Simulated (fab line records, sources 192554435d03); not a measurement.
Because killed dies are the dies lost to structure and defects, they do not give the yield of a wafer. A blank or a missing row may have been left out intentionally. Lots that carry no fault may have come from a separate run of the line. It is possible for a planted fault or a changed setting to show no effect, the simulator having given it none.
What tool caused it?    flow n5Finfet    10 lots with 27 wafers sampled at 5 steps, on a route of 1938 steps

WHAT THE GAUGES SHOWED, per wafer
N5_ZERO_LAYER_INSPECT_20: inspects for defects (darkfield).
lot   measured     on                rawDefectCount
L370  day 1 14:01  defectInspect-02  18 18
L371  day 1 19:23  defectInspect-01  36 24 51
L375  day 2 19:23  defectInspect-01  43 40 88
L376  day 3 01:21  defectInspect-02  50 45 32
L383  day 4 19:22  defectInspect-01  48 36 36
L384  day 5 01:15  defectInspect-02  50 74 46
L385  day 5 07:52  defectInspect-02  31 41
L389  day 6 07:22  defectInspect-01  27 11
L391  day 6 19:25  defectInspect-02  62 67 39
L393  day 7 07:15  defectInspect-01  44 43 55

N5_WELL_APT_CD_MEAS_08: target cd 200 nm.
lot   measured     on        cdNm (nm)
L370  day 1 14:26  cdSem-01  198.9 197.2
L371  day 1 19:41  cdSem-02  200.3 203.1 198.1
L375  day 2 19:41  cdSem-02  203.2 198.8 202.7
L376  day 3 01:39  cdSem-03  197.6 197.2 196.6
L383  day 4 19:40  cdSem-01  195.2 195.1 198.2
L384  day 5 01:34  cdSem-01  196.9 197.1 195.5
L385  day 5 08:17  cdSem-02  199.8 199.6
L389  day 6 07:40  cdSem-01  197.9 197.7
L391  day 6 19:43  cdSem-02  202.5 200.7 199.1
L393  day 7 07:41  cdSem-01  200.4 203.8 200.5

N5_BEOL_M4_RC_MEAS_101.
lot   measured      on         CJ_N            DIBL_N (mV/V)   DIBL_P (mV/V)   IOFF_N (nA/um)  IOFF_P (nA/um)  ION_N (uA/um)  ION_P (uA/um)  RS_PWELL (ohm/sq)  SS_N (mV/dec)   SS_P (mV/dec)   VT_N (mV)    VT_P (mV)
L370  day 8 07:03   prober-02  4.43 4.42       38.0 38.1       37.1 37.0       0.19 0.19       0.23 0.22       692 686        470 465        3024 3002          72.1 71.9       73.5 73.8       247 249      -248 -252
L371  day 8 23:46   prober-01  4.14 4.47 4.23  34.7 35.5 35.6  37.9 37.3 38.7  0.14 0.15 0.15  0.24 0.23 0.26  670 667 663    471 460 470    3019 3035 2997     70.7 71.5 71.1  73.3 73.1 74.4  253 252 251  -247 -249 -245
L375  day 9 17:11   prober-02  4.77 4.75 4.73  37.9 37.8 37.2  37.8 37.7 36.9  0.18 0.16 0.16  0.22 0.22 0.21  673 662 667    459 450 456    3069 3058 3071     72.0 72.7 71.9  75.0 74.2 74.3  248 252 249  -252 -250 -254
L376  day 9 14:08   prober-01  4.75 4.73 4.71  34.6 35.5 35.5  34.2 35.9 35.6  0.13 0.15 0.15  0.19 0.21 0.21  658 673 668    450 463 469    3083 3075 3096     71.6 71.4 71.5  73.2 74.1 73.3  249 249 250  -254 -249 -252
L383  day 11 15:52  prober-01  4.16 4.20 4.16  37.1 35.0 36.6  38.2 35.3 38.1  0.16 0.13 0.16  0.24 0.19 0.23  678 661 679    467 461 472    3011 3018 3022     71.9 71.2 71.1  73.2 72.9 73.7  249 254 251  -248 -249 -248
L384  day 11 22:15  prober-01  4.25 4.26 4.27  38.9 39.1 36.9  38.2 38.8 34.9  0.21 0.21 0.16  0.26 0.28 0.22  693 697 672    479 473 459    2994 2989 3003     72.0 71.6 71.2  73.1 74.4 74.1  242 247 247  -246 -244 -249
L385  day 12 00:40  prober-02  4.33 4.32       37.6 33.6       37.2 33.2       0.17 0.12       0.23 0.18       680 682        462 476        2979 2995          72.6 70.6       73.5 71.9       250 253      -247 -250
L389  day 13 05:14  prober-02  4.32 4.33       34.1 36.5       34.6 36.2       0.12 0.16       0.19 0.19       664 652        465 443        3021 3015          71.1 72.1       73.1 74.3       257 251      -251 -254
L391  day 13 07:56  prober-02  4.38 4.40 4.30  35.1 39.0 39.5  34.5 38.9 40.1  0.12 0.17 0.18  0.15 0.20 0.21  673 664 679    450 453 456    2987 3011 3014     70.5 72.7 72.6  73.3 74.4 73.8  255 254 256  -255 -252 -253
L393  day 14 02:49  prober-01  4.33 4.32 4.34  36.4 36.0 33.9  36.3 36.5 33.8  0.15 0.14 0.12  0.18 0.18 0.16  654 671 669    446 454 458    2979 3017 2998     71.6 71.5 70.8  73.3 73.3 71.7  257 254 254  -255 -254 -256

WHICH TOOL RAN EACH LOT (tool, then ch and the chambers of the sampled wafers, then the start)
lot   N5_PMOS_HMC_CHANNEL_EPI_HM_OPEN_15  N5_PMOS_HMC_CHANNEL_EPI_EPI_26
L370  rieDiel-06 ch 1,2, day 1 18:41      epiRpcvd-01 ch 0, day 1 21:30
L371  rieDiel-02 ch 0,3, day 1 23:30      epiRpcvd-03 ch 0, day 2 01:50
L375  rieDiel-05 ch 0,3, day 2 23:19      epiRpcvd-02, day 3 01:40
L376  rieDiel-02 ch 0,3, day 3 05:17      epiRpcvd-03, day 3 07:41
L383  rieDiel-06 ch 0,1,3, day 4 23:29    epiRpcvd-03 ch 0, day 5 01:46
L384  rieDiel-02 ch 0,2, day 5 05:51      epiRpcvd-02 ch 0, day 5 08:32
L385  rieDiel-02 ch 1, day 5 12:05        epiRpcvd-02 ch 0, day 5 14:31
L389  rieDiel-06 ch 0,2, day 6 12:02      epiRpcvd-02 ch 0, day 6 14:32
L391  rieDiel-02 ch 1,3, day 6 23:59      epiRpcvd-03 ch 0, day 7 02:19
L393  rieDiel-02 ch 0,2,3, day 7 11:11    epiRpcvd-02 ch 0, day 7 13:30
- N5_PMOS_HMC_CHANNEL_EPI_HM_OPEN_15: chemistry CHF3/O2, target SiO2, target depth 40.6 nm, time 20.3 s.
- N5_PMOS_HMC_CHANNEL_EPI_EPI_26: deposits Si from SiH4/H2, target thk 3.8 nm, time 22.7 s.

AS READ BY THE TOOLS THEMSELVES (means over the sampled wafers that have a number; for cases with no such wafer, the mark the record gives instead)
N5_PMOS_HMC_CHANNEL_EPI_HM_OPEN_15.
lot   tool        drypumpMotorCurrentA (A)  oes_o_777_au (a.u.)  oesProductAu (a.u.)  rfVppV (V)  showerheadPlenumPTorr (Torr)  throttleValvePct (%)
L370  rieDiel-06  5.7                       0.76                 0.78                 524         2.43                          18.90
L371  rieDiel-02  5.9                       0.86                 0.88                 518         2.39                          18.70
L375  rieDiel-05  5.8                       0.82                 0.85                 543         2.48                          19.00
L376  rieDiel-02  5.5                       0.83                 0.82                 507         2.39                          18.72
L383  rieDiel-06  6.2                       0.79                 0.79                 515         2.37                          18.87
L384  rieDiel-02  5.6                       0.83                 0.84                 519         2.50                          18.87
L385  rieDiel-02  6.0                       0.76                 0.72                 510         2.28                          18.77
L389  rieDiel-06  5.9                       0.82                 0.82                 516         2.48                          18.77
L391  rieDiel-02  6.1                       0.78                 0.77                 515         2.31                          18.78
L393  rieDiel-02  5.7                       0.81                 0.82                 518         2.43                          18.83

N5_PMOS_HMC_CHANNEL_EPI_EPI_26.
lot   tool         chamberPressureTorr (Torr)  lampInnerPct (%)  throttleValvePct (%)
L370  epiRpcvd-01  19.98                       14.1              10.7
L371  epiRpcvd-03  20.06                       11.7              11.5
L375  epiRpcvd-02  -                           -                 -
L376  epiRpcvd-03  -                           -                 -
L383  epiRpcvd-03  19.98                       11.7              11.5
L384  epiRpcvd-02  20.04                       12.5              10.8
L385  epiRpcvd-02  20.01                       12.5              10.8
L389  epiRpcvd-02  20.02                       12.6              10.9
L391  epiRpcvd-03  19.94                       11.8              11.6
L393  epiRpcvd-02  20.01                       12.4              10.8

THE ANSWER, worked out from the rows above alone
Rule: usual is defined by the lots themselves. The widest of any qualifying gaps counts: lots, ordered by their means at a reading, are off when they make up no more than a third of the lots, leave a main group of 4 or more, and stand apart from it by 3 or more times the standard deviation of that group's means. A main group is skipped when, at the precision printed for the reading in the tables above, its means are all equal. Also off: a lot with no number at a reading for which 4 or more lots have one. The other lots that the step has rows for count as sound. Order of review: gauges by route order, followed by the tools' own readings, for which a lot's mean as printed above is used. At the first step where some lot is off, the reading lying furthest off is the one used; lots without a number count as furthest.
Off: L375, L376, at N5_BEOL_M4_RC_MEAS_101 (CJ_N). Main group: mean 4.31, sd 0.07.
A tool fits if, at a process step before that reading, it ran every lot that is off, and no sound lot after the first of them. The gauges at N5_BEOL_M4_RC_MEAS_101 aren't tried: what is off there is off at N5_PMOS_HMC_CHANNEL_EPI_EPI_26 too, on other tools, and a gauge's error can't cause that. None of those tried fits.

WHAT THE SIMULATOR HAD PUT IN
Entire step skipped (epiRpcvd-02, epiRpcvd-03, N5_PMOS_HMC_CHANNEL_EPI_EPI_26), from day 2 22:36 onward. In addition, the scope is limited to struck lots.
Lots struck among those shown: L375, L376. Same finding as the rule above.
